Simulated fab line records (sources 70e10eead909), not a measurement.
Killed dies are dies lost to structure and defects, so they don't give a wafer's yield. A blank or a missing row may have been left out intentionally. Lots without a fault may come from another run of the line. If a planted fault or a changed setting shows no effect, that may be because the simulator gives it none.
fab line records	flow nand-harc	part 1 of 2: steps 1 to 28 of 37
record lots=5	wafers=15	last-day=34
route steps=1302 shown P_GATE@211 P_CONTACT@217
lots that met no fault: from a run of the same line without faults
start-h: hours from the record's first day to the start of the lot's first wafer shown	wait-h: hours from the lot's prior step to this one	" as in the row above	L1.1+2: a row that stands for several wafers	- no value present, or no start provided	* or withheld: withheld	< > ~ a bound
route shown NAME@n: NAME is a module with steps in the file, n the number in the route of the first one	usual: the fault-free wafers' mean and standard deviation	same: alike in all rows	chamber/n: place in a boat	sites: each site's reading	_std_site: their standard deviation	_edge_site: the outer-site mean with the inner-site mean subtracted	radius-mm: how far each site lies from the wafer's centre	mask NAME#n: copy n	behind: the most recent tool/chamber to have shaped the wafer	hold: the reason the lot was held/the length of the hold in hours/how it ended	device: which transistor (n, p or np) failed to switch	end of line: the route-end tests of the same wafers	a step given without rows: its recipe and nothing more	killed: dies lost to structure and defects at the first sort, not the wafer's yield	map: shows each die of a wafer: x if killed, . if not, _ if none is there
set.NAME: setting as actually run; set.NAME@STEP: the setting as run at that earlier step	model.NAME: the simulator's own value behind a step, which no gauge read
lots seen at some steps along the route; tables by step, rows by wafer
services: the hour from which a tool's chamber was out of use, counted from the record's first day as start-h (under 0 if before that day), plus the number of hours and why
## steps
# step NHARC_P_GATE_SPUTTER_78
# recipe target-thk-a=100	material=Ni
lot.wafer	tool	chamber	start-h	wait-h
L076.1+6+5	pvd-sputter-02	-	-	-
L081.1+4+6	pvd-sputter-01	-	-	-
L091.1+2+5	pvd-sputter-03	-	-	-
L094.3+5+6	pvd-sputter-01	-	-	-
L095.1+3+4	pvd-sputter-01	-	-	-
# step NHARC_P_GATE_SPUTTER_79
# recipe target-thk-a=100	material=TiN
lot.wafer	tool	chamber	start-h	wait-h
L076.1+5+6	pvd-sputter-02	-	-	-
L081.1+4+6	pvd-sputter-01	-	-	-
L091.2+1+5	pvd-sputter-03	-	-	-
L094.3+6+5	pvd-sputter-01	-	-	-
L095.3+4+1	pvd-sputter-01	-	-	-
# step NHARC_P_GATE_RTA_80
# recipe temp-c=300	time-s=30
# usual wafer_temp_C_max=301.2/0.32
lot.wafer	tool	chamber	start-h	wait-h	wafer_temp_C_max
L076.1	rtp-anneal-01	0	138.07	-	300.8
L076.5	"	0	"	"	300.6
L076.6	"	0	"	"	300.6
L081.1	rtp-anneal-01	0	183.62	-	301.0
L081.4	"	0	"	"	301.2
L081.6	"	0	"	"	301.0
L091.1	rtp-anneal-01	0	277.48	-	301.9
L091.2	"	0	"	"	301.1
L091.5	"	0	"	"	300.9
L094.3	rtp-anneal-01	0	316.85	-	301.6
L094.5	"	0	"	"	301.2
L094.6	"	0	"	"	301.1
L095.1	rtp-anneal-01	0	329.26	-	301.1
L095.3	"	0	"	"	301.1
L095.4	"	0	"	"	301.5
# step NHARC_P_GATE_STRIP_67
# recipe time-s=600	temp-c=130	chemistry=SPM
lot.wafer	tool	chamber	start-h	wait-h
L076.6+1+5	wet-bench-06	5,7,0	138.29	0.0
L081.1+6+4	wet-bench-07	3,4,5	183.82	0.2
L091.1+5+2	wet-bench-07	4,6,1	277.68	0.2
L094.6+5+3	wet-bench-07	7,2,3	317.01	0.0
L095.3+1+4	wet-bench-07	2,3,4	329.47	0.1
# step NHARC_P_GATE_RTA_82
# recipe temp-c=450	time-s=30
# usual lamp-power-pct=4.07/0.16	wafer_temp_C_max=451.5/0.58
lot.wafer	tool	chamber	start-h	wait-h	lamp-power-pct	wafer_temp_C_max
L076.1	rtp-anneal-02	0	138.53	-	4.19	451.0
L076.5	"	0	"	"	4.19	450.6
L076.6	"	0	"	"	4.19	451.5
L081.1	rtp-anneal-02	0	184.14	-	4.19	451.1
L081.4	"	0	"	"	4.18	451.3
L081.6	"	0	"	"	4.18	451.0
L091.1	rtp-anneal-01	0	277.93	-	3.84	452.2
L091.2	"	0	"	"	3.85	452.1
L091.5	"	0	"	"	3.84	451.7
L094.3	rtp-anneal-02	0	317.32	-	4.19	451.6
L094.5	"	0	"	"	4.19	451.3
L094.6	"	0	"	"	4.19	451.1
L095.1	rtp-anneal-02	0	329.72	-	4.18	451.3
L095.3	"	0	"	"	4.18	450.8
L095.4	"	0	"	"	4.19	451.2
# step NHARC_P_GATE_INSPECT_68
# usual raw-defect-count=194/75
lot.wafer	tool	chamber	start-h	wait-h	raw-defect-count
L076.1	defect-inspect-02	-	138.73	0.2	225
L076.5	"	-	"	"	394
L076.6	"	-	"	"	249
L081.1	defect-inspect-02	-	184.34	0.2	99
L081.4	"	-	"	"	115
L081.6	"	-	"	"	167
L091.1	defect-inspect-02	-	278.13	0.2	104
L091.2	"	-	"	"	118
L091.5	"	-	"	"	195
L094.3	defect-inspect-02	-	317.46	0.1	285
L094.5	"	-	"	"	196
L094.6	"	-	"	"	248
L095.1	defect-inspect-02	-	329.92	0.2	153
L095.3	"	-	"	"	129
L095.4	"	-	"	"	117
# step NHARC_P_CONTACT_DEP_30
# recipe target-thk-a=300	temp-c=400	target-thk-nm=30	flow-sccm=200	rf-w=450	material=SiNx
# usual heater-power-outer-w=406/61	heater-power-w=695/70
lot.wafer	tool	chamber	start-h	wait-h	heater-power-outer-w	heater-power-w
L076.1	pecvd-04	2	138.79	0.1	351	625
L076.6	"	2	"	"	349	621
L076.5	"	0	"	"	333	628
L081.1	pecvd-03	1	184.40	0.1	411	715
L081.4	"	1	"	"	409	722
L081.6	"	0	"	"	488	762
L091.1	pecvd-01	0	278.24	0.1	466	773
L091.2	"	1	"	"	480	756
L091.5	"	0	"	"	461	787
L094.3	pecvd-04	0	317.56	0.1	334	649
L094.5	"	2	"	"	378	679
L094.6	"	0	"	"	335	643
L095.1	pecvd-04	2	329.99	0.1	341	653
L095.3	"	0	"	"	350	656
L095.4	"	1	"	"	326	588
# step NHARC_P_CONTACT_DEP_00
# recipe target-thk-a=5000	temp-c=400	pressure-torr=6.5	rf-w=900	teos-flow-sccm=161.4	flow-sccm=2650	target-thk-nm=500	gas=O2	material=SiO2
# usual heater-power-outer-w=280/61	heater-power-w=527/73	throttle-valve-pct=15.8/0.46
lot.wafer	tool	chamber	start-h	wait-h	heater-power-outer-w	heater-power-w	throttle-valve-pct
L076.1	pecvd-04	2	-	-	193	405	16.1
L076.6	"	2	"	"	222	455	15.9
L076.5	"	0	"	"	226	470	15.3
L081.1	pecvd-03	1	-	-	304	585	16.0
L081.4	"	1	"	"	321	587	15.9
L081.6	"	0	"	"	290	520	15.5
L091.1	pecvd-01	0	-	-	328	579	16.3
L091.2	"	1	"	"	333	580	15.6
L091.5	"	0	"	"	346	613	16.5
L094.3	pecvd-04	0	-	-	210	482	14.8
L094.5	"	2	"	"	297	562	16.0
L094.6	"	0	"	"	224	514	14.8
L095.1	pecvd-04	2	-	-	283	552	16.0
L095.3	"	0	"	"	173	427	14.8
L095.4	"	1	"	"	137	319	15.8
# step NHARC_P_CONTACT_CMP_01
# recipe target-thk-nm=200	material=SiO2
# usual motor-current-A=11.8/1.5	pad-life-wafers=197/100
lot.wafer	tool	chamber	start-h	wait-h	motor-current-A	pad-life-wafers
L076.1	cmp-04	0	139.56	-	13.8	110
L076.6	"	2	"	"	11.6	-
L076.5	"	3	"	"	12.6	-
L081.1	cmp-01	1	185.14	-	9.3	355
L081.4	"	2	"	"	8.5	356
L081.6	"	0	"	"	10.9	-
L091.1	cmp-03	2	278.92	-	13.3	42
L091.2	"	1	"	"	11.0	45
L091.5	"	3	"	"	13.6	-
L094.3	cmp-04	2	318.26	-	11.6	31
L094.5	"	1	"	"	12.1	-
L094.6	"	2	"	"	11.8	-
L095.1	cmp-03	0	330.70	-	13.7	330
L095.3	"	1	"	"	11.5	331
L095.4	"	2	"	"	13.4	332
# step NHARC_P_CONTACT_SRD_03
lot.wafer	tool	chamber	start-h	wait-h
L076.6+5+1	wet-bench-05	0,2,3	139.80	0.0
L081.4+1+6	wet-bench-02	1,3,6	185.41	0.0
L091.5+1+2	wet-bench-03	2,3,5	279.21	0.0
L094.5+3+6	wet-bench-03	2,3,5	318.54	0.0
L095.4+1+3	wet-bench-05	1,2,6	331.00	0.0
# step NHARC_P_CONTACT_DEHYDRATE_04
# recipe temp-c=150	time-s=120
lot.wafer	tool	chamber	start-h	wait-h
L076.1+5+6	litho-track-06	0	139.89	0.1
L081.1+4+6	litho-track-04	0	185.50	0.1
L091.1+2+5	litho-track-06	0	279.30	0.1
L094.3+5+6	litho-track-04	0	318.62	0.1
L095.1+3+4	litho-track-06	0	331.08	0.1
# step NHARC_P_CONTACT_HMDS_05
# recipe time-s=30
lot.wafer	tool	chamber	start-h	wait-h
L076.1+5+6	litho-track-06	0	-	-
L081.1+4+6	litho-track-04	0	-	-
L091.1+2+5	litho-track-06	0	-	-
L094.3+5+6	litho-track-04	0	-	-
L095.1+3+4	litho-track-06	0	-	-
# step NHARC_P_CONTACT_COAT_33
# recipe temp-c=260	time-s=75
lot.wafer	tool	chamber	start-h	wait-h
L076.1+5+6	litho-track-06	0	-	-
L081.1+4+6	litho-track-04	0	-	-
L091.1+2+5	litho-track-06	0	-	-
L094.3+5+6	litho-track-04	0	-	-
L095.1+3+4	litho-track-06	0	-	-
# step NHARC_P_CONTACT_COAT_34
# recipe temp-c=225	time-s=65
lot.wafer	tool	chamber	start-h	wait-h
L076.1+5+6	litho-track-06	0	-	-
L081.1+4+6	litho-track-04	0	-	-
L091.1+2+5	litho-track-06	0	-	-
L094.3+5+6	litho-track-04	0	-	-
L095.1+3+4	litho-track-06	0	-	-
# step NHARC_P_CONTACT_COAT_06
# recipe spin-rpm=1500	resist-thk-nm=90
lot.wafer	tool	chamber	start-h	wait-h
L076.1+5+6	litho-track-06	0	-	-
L081.1+4+6	litho-track-04	0	-	-
L091.1+2+5	litho-track-06	0	-	-
L094.3+5+6	litho-track-04	0	-	-
L095.1+3+4	litho-track-06	0	-	-
# step NHARC_P_CONTACT_SOFTBAKE_07
# recipe temp-c=105	time-s=55
lot.wafer	tool	chamber	start-h	wait-h
L076.1+5+6	litho-track-06	0	-	-
L081.1+4+6	litho-track-04	0	-	-
L091.1+2+5	litho-track-06	0	-	-
L094.3+5+6	litho-track-04	0	-	-
L095.1+3+4	litho-track-06	0	-	-
# step NHARC_P_CONTACT_EBR_08
lot.wafer	tool	chamber	start-h	wait-h
L076.1+5+6	litho-track-06	0	-	-
L081.1+4+6	litho-track-04	0	-	-
L091.1+2+5	litho-track-06	0	-	-
L094.3+5+6	litho-track-04	0	-	-
L095.1+3+4	litho-track-06	0	-	-
# step NHARC_P_CONTACT_EXPOSE_09
# recipe na=1.35	target-cd-nm=90	dose-mj=81.26	mask-id=P_CA
# usual exposure-dose-mJ-cm2=81.4/0.37
# same na=1.35
lot.wafer	tool	chamber	start-h	wait-h	mask	exposure-dose-mJ-cm2
L076.1	arfi-scanner-03	0	140.20	-	P_CA#0	81.1
L076.5	"	0	"	"	P_CA#0	81.0
L076.6	"	0	"	"	P_CA#0	81.1
L081.1	arfi-scanner-03	0	185.81	-	P_CA#0	81.4
L081.4	"	0	"	"	P_CA#0	81.3
L081.6	"	0	"	"	P_CA#0	81.2
L091.1	arfi-scanner-02	0	279.61	-	P_CA#0	81.3
L091.2	"	0	"	"	P_CA#0	81.3
L091.5	"	0	"	"	P_CA#0	81.3
L094.3	arfi-scanner-02	0	318.93	-	P_CA#0	81.2
L094.5	"	0	"	"	P_CA#0	81.2
L094.6	"	0	"	"	P_CA#0	81.2
L095.1	arfi-scanner-03	0	331.40	-	P_CA#0	81.1
L095.3	"	0	"	"	P_CA#0	81.1
L095.4	"	0	"	"	P_CA#0	81.1
# step NHARC_P_CONTACT_PEB_10
# recipe peb-temp-c=100	peb-time-s=65
# same peb-time-s=65
lot.wafer	tool	chamber	start-h	wait-h
L076.1+5+6	litho-track-01	0	140.26	0.1
L081.1+4+6	litho-track-01	0	185.87	0.1
L091.1+2+5	litho-track-04	0	279.67	0.1
L094.3+5+6	litho-track-06	0	318.99	0.0
L095.1+3+4	litho-track-04	0	331.46	0.1
# step NHARC_P_CONTACT_DEVELOP_11
# recipe develop-time-s=35	dev-temp-c=23
lot.wafer	tool	chamber	start-h	wait-h
L076.1+5+6	litho-track-01	0	-	-
L081.1+4+6	litho-track-01	0	-	-
L091.1+2+5	litho-track-04	0	-	-
L094.3+5+6	litho-track-06	0	-	-
L095.1+3+4	litho-track-04	0	-	-
# step NHARC_P_CONTACT_CD_MEAS_12
# recipe target-cd-nm=90	landing-energy-ev=500
# usual cd-nm=89.9/0.53
lot.wafer	tool	chamber	start-h	wait-h	cd-nm
L076.1	cd-sem-01	0	140.34	-	89.3
L076.5	"	0	"	"	89.4
L076.6	"	0	"	"	89.2
L081.1	cd-sem-03	0	185.95	-	89.6
L081.4	"	0	"	"	89.9
L081.6	"	0	"	"	90.7
L091.1	cd-sem-03	0	279.75	-	89.8
L091.2	"	0	"	"	90.1
L091.5	"	0	"	"	89.6
L094.3	cd-sem-02	0	319.07	-	90.4
L094.5	"	0	"	"	90.4
L094.6	"	0	"	"	90.4
L095.1	cd-sem-03	0	331.54	-	89.2
L095.3	"	0	"	"	88.5
L095.4	"	0	"	"	89.6
# step NHARC_P_CONTACT_OVL_MEAS_13
# usual overlay-x-nm=-0.2/0.88	overlay-y-nm=-0.1/0.57
lot.wafer	tool	chamber	start-h	wait-h	overlay-x-nm	overlay-y-nm
L076.1	overlay-02	-	140.43	-	0.4	0.9
L076.5	"	-	"	"	0.6	1.1
L076.6	"	-	"	"	0.5	0.8
L081.1	overlay-01	-	186.03	-	-2.1	-0.5
L081.4	"	-	"	"	-1.7	-0.4
L081.6	"	-	"	"	-1.7	-0.6
L091.1	overlay-01	-	279.83	-	-1.2	0.2
L091.2	"	-	"	"	-0.9	-0.1
L091.5	"	-	"	"	-0.7	-0.8
L094.3	overlay-01	-	319.16	-	-0.7	-1.1
L094.5	"	-	"	"	-0.3	-0.7
L094.6	"	-	"	"	-0.4	-1.4
L095.1	overlay-02	-	331.62	-	-0.7	-0.3
L095.3	"	-	"	"	-0.5	-0.2
L095.4	"	-	"	"	-0.3	-0.6
# step NHARC_P_CONTACT_INSPECT_14
# usual raw-defect-count=4.2/2.4
lot.wafer	tool	chamber	start-h	wait-h	raw-defect-count
L076.1	defect-inspect-02	-	140.46	0.0	4
L076.5	"	-	"	"	4
L076.6	"	-	"	"	1
L081.1	defect-inspect-02	-	186.07	0.0	1
L081.4	"	-	"	"	3
L081.6	"	-	"	"	1
L091.1	defect-inspect-02	-	279.87	0.0	4
L091.2	"	-	"	"	6
L091.5	"	-	"	"	2
L094.3	defect-inspect-02	-	319.19	0.0	4
L094.5	"	-	"	"	3
L094.6	"	-	"	"	4
L095.1	defect-inspect-02	-	331.66	0.0	3
L095.3	"	-	"	"	5
L095.4	"	-	"	"	2
# step NHARC_P_CONTACT_DESCUM_17
# recipe time-s=3	o2-flow-sccm=200	ar-flow-sccm=0	bias-power-w=0	chemistry=O2
# usual drypump-motor-current-A=5.5/0.37	o2-flow-sccm=199.9/0.67	oes-product-au=1.001/0.0074	rf-vpp-V=57.7/0.83	showerhead-plenum-p-Torr=1.90/0.075	throttle-valve-pct=11.312/0.0089
# same bias-power-w=0
lot.wafer	tool	chamber	start-h	wait-h	drypump-motor-current-A	o2-flow-sccm	oes-product-au	rf-hours-counter-h	rf-vpp-V	showerhead-plenum-p-Torr	throttle-valve-pct
L076.1	rie-diel-05	1	140.55	0.1	5.5	199.8	0.994	1.6	58.8	1.99	11.317
L076.6	"	2	"	"	5.2	200.7	0.980	-	58.4	2.01	11.306
L076.5	"	3	"	"	6.4	200.1	1.002	-	58.6	1.97	11.313
L081.1	rie-diel-08	3	186.15	0.1	5.4	199.9	0.997	4.7	57.1	1.87	11.331
L081.4	"	0	"	"	5.3	199.8	1.011	4.4	57.3	1.87	11.319
L081.6	"	2	"	"	5.7	198.8	1.009	-	57.8	1.90	11.306
L091.2	rie-diel-08	3	279.93	0.1	5.4	199.6	0.999	2.4	59.3	1.86	11.318
L091.1	"	2	"	"	5.7	200.2	0.998	2.6	57.1	1.90	11.312
L091.5	"	3	"	"	5.4	199.5	0.997	-	56.4	1.86	11.310
L094.3	rie-diel-08	0	319.25	0.1	5.3	200.3	1.010	3.6	57.7	1.87	11.319
L094.6	"	0	"	"	5.3	200.7	1.011	-	56.9	1.87	11.312
L094.5	"	1	"	"	5.6	199.8	1.016	-	56.5	1.79	11.300
L095.4	rie-diel-08	3	331.73	0.1	5.3	200.0	1.006	4.0	57.2	1.86	11.324
L095.3	"	0	"	"	5.3	200.7	0.994	4.1	57.7	1.87	11.319
L095.1	"	1	"	"	5.6	199.6	1.010	4.4	56.6	1.79	11.322
# step NHARC_P_CONTACT_ETCH_35
# recipe target-depth-a=390	over-etch-frac=0.3	time-s=65	ion-energy-ev=80	cf4-flow-sccm=150	ar-flow-sccm=0	rf-w=300	bias-w=100	chemistry=CF4
# usual cf4-flow-sccm=150.0/0.41	drypump-motor-current-A=5.5/0.38	oes-product-au=0.999/0.0072	rf-vpp-V=151.1/1.2	showerhead-plenum-p-Torr=1.75/0.064	throttle-valve-pct=13.284/0.0096
lot.wafer	tool	chamber	start-h	wait-h	cf4-flow-sccm	drypump-motor-current-A	oes-product-au	rf-hours-counter-h	rf-vpp-V	showerhead-plenum-p-Torr	throttle-valve-pct
L076.1	rie-diel-05	1	140.63	0.1	149.6	5.4	1.006	1.6	153.4	1.84	13.293
L076.6	"	2	"	"	150.0	5.2	0.984	-	151.3	1.85	13.291
L076.5	"	3	"	"	150.1	6.4	0.987	-	152.0	1.82	13.270
L081.4	rie-diel-08	2	186.23	0.1	150.3	5.7	0.999	5.3	151.7	1.76	13.283
L081.1	"	3	"	"	149.5	5.4	0.989	4.7	150.9	1.73	13.281
L081.6	"	0	"	"	149.9	5.3	1.004	-	152.2	1.73	13.283
L091.2	rie-diel-08	0	280.02	0.1	150.0	5.2	1.004	2.6	152.7	1.73	13.283
L091.1	"	2	"	"	149.8	5.7	1.008	2.7	152.4	1.76	13.282
L091.5	"	3	"	"	149.5	5.4	1.011	-	150.1	1.73	13.305
L094.3	rie-diel-08	0	319.35	0.1	149.6	5.3	1.007	3.7	151.6	1.73	13.269
L094.5	"	2	"	"	149.8	5.7	1.005	-	151.1	1.76	13.286
L094.6	"	3	"	"	149.8	5.3	0.994	-	151.6	1.73	13.292
L095.3	rie-diel-08	1	331.81	0.1	149.3	5.6	1.004	4.4	148.2	1.66	13.283
L095.1	"	2	"	"	150.2	5.7	1.011	4.4	151.5	1.76	13.278
L095.4	"	3	"	"	149.2	5.4	0.999	4.0	151.6	1.73	13.284
# step NHARC_P_CONTACT_ETCH_36
# recipe target-depth-a=2600	over-etch-frac=0.25	time-s=406.25	ion-energy-ev=200	n2-flow-sccm=150	h2-flow-sccm=150	ar-flow-sccm=0	rf-w=400	bias-w=150	chemistry=N2/H2
# usual drypump-motor-current-A=5.5/0.37	h2-flow-sccm=149.9/0.44	n2-flow-sccm=150.0/0.43	oes-product-au=1.001/0.0063	rf-vpp-V=430.1/2.3	showerhead-plenum-p-Torr=2.02/0.081	throttle-valve-pct=14.172/0.0091
lot.wafer	tool	chamber	start-h	wait-h	drypump-motor-current-A	h2-flow-sccm	n2-flow-sccm	oes-product-au	rf-hours-counter-h	rf-vpp-V	showerhead-plenum-p-Torr	throttle-valve-pct
L076.1	rie-diel-05	3	-	-	6.4	149.7	150.1	0.991	2.1	433.1	2.10	14.179
L076.6	"	1	"	"	5.5	151.0	150.7	1.009	-	433.1	2.13	14.161
L076.5	"	2	"	"	5.2	149.9	150.6	0.996	-	433.1	2.14	14.167
L081.4	rie-diel-08	2	-	-	5.7	149.5	150.5	0.989	5.4	431.6	2.03	14.168
L081.1	"	3	"	"	5.4	149.8	149.5	0.995	4.8	429.9	1.99	14.172
L081.6	"	3	"	"	5.4	149.1	149.9	0.993	-	427.9	1.99	14.181
L091.2	rie-diel-08	2	-	-	5.7	150.3	150.0	1.006	2.7	429.7	2.03	14.172
L091.1	"	3	"	"	5.3	150.2	149.9	1.001	2.5	427.9	1.99	14.179
L091.5	"	3	"	"	5.4	149.2	150.5	1.005	-	428.7	1.99	14.164
L094.3	rie-diel-08	2	-	-	5.7	150.0	150.3	0.999	4.0	430.2	2.03	14.177
L094.6	"	2	"	"	5.7	150.4	151.0	1.004	-	430.9	2.03	14.177
L094.5	"	3	"	"	5.4	150.0	149.9	1.006	-	430.1	1.99	14.177
L095.1	rie-diel-08	0	-	-	5.3	149.8	149.7	1.004	4.2	429.3	1.99	14.167
L095.4	"	2	"	"	5.7	149.5	149.9	1.006	4.5	430.9	2.03	14.185
L095.3	"	3	"	"	5.4	149.7	149.4	1.003	4.0	429.4	1.99	14.159
# step NHARC_P_CONTACT_ETCH_18
# recipe target-depth-a=4810	time-s=240.5	c4f8-flow-sccm=20	o2-flow-sccm=10	ar-flow-sccm=withheld	rf-w=600	bias-w=1500	chemistry=C4F8/O2/Ar
# usual oes-product-au=0.959/0.018	rf-vpp-V=977/5.2
lot.wafer	tool	chamber	start-h	wait-h	oes-product-au	rf-hours-counter-h	rf-vpp-V
L076.1	rie-diel-05	2	-	-	0.949	1.9	985
L076.5	"	2	"	"	0.950	-	983
L076.6	"	3	"	"	0.949	-	982
L081.1	rie-diel-08	3	-	-	0.975	5.0	976
L081.4	"	1	"	"	0.968	5.2	969
L081.6	"	0	"	"	0.982	-	975
L091.2	rie-diel-08	0	-	-	0.978	2.7	974
L091.1	"	1	"	"	0.961	3.0	969
L091.5	"	0	"	"	0.963	-	975
L094.3	rie-diel-08	3	-	-	0.974	3.6	975
L094.6	"	3	"	"	0.977	-	976
L094.5	"	0	"	"	0.959	-	976
L095.1	rie-diel-08	3	-	-	0.960	4.1	975
L095.3	"	0	"	"	0.979	4.4	975
L095.4	"	2	"	"	0.965	4.6	977
# step NHARC_P_CONTACT_STRIP_37
# recipe c4f8-flow-sccm=withheld	o2-flow-sccm=8	ar-flow-sccm=withheld	bias-w=0	chemistry=C4F8/O2/Ar
lot.wafer	tool	chamber	start-h	wait-h
L076.1+5+6	rie-diel-05	1,0,1	-	-
L081.4+1+6	rie-diel-08	0,2,1	-	-
L091.2+1+5	rie-diel-08	2,0,1	-	-
L094.3+5+6	rie-diel-08	1,0,1	-	-
L095.1+3+4	rie-diel-08	3,0,1	-	-
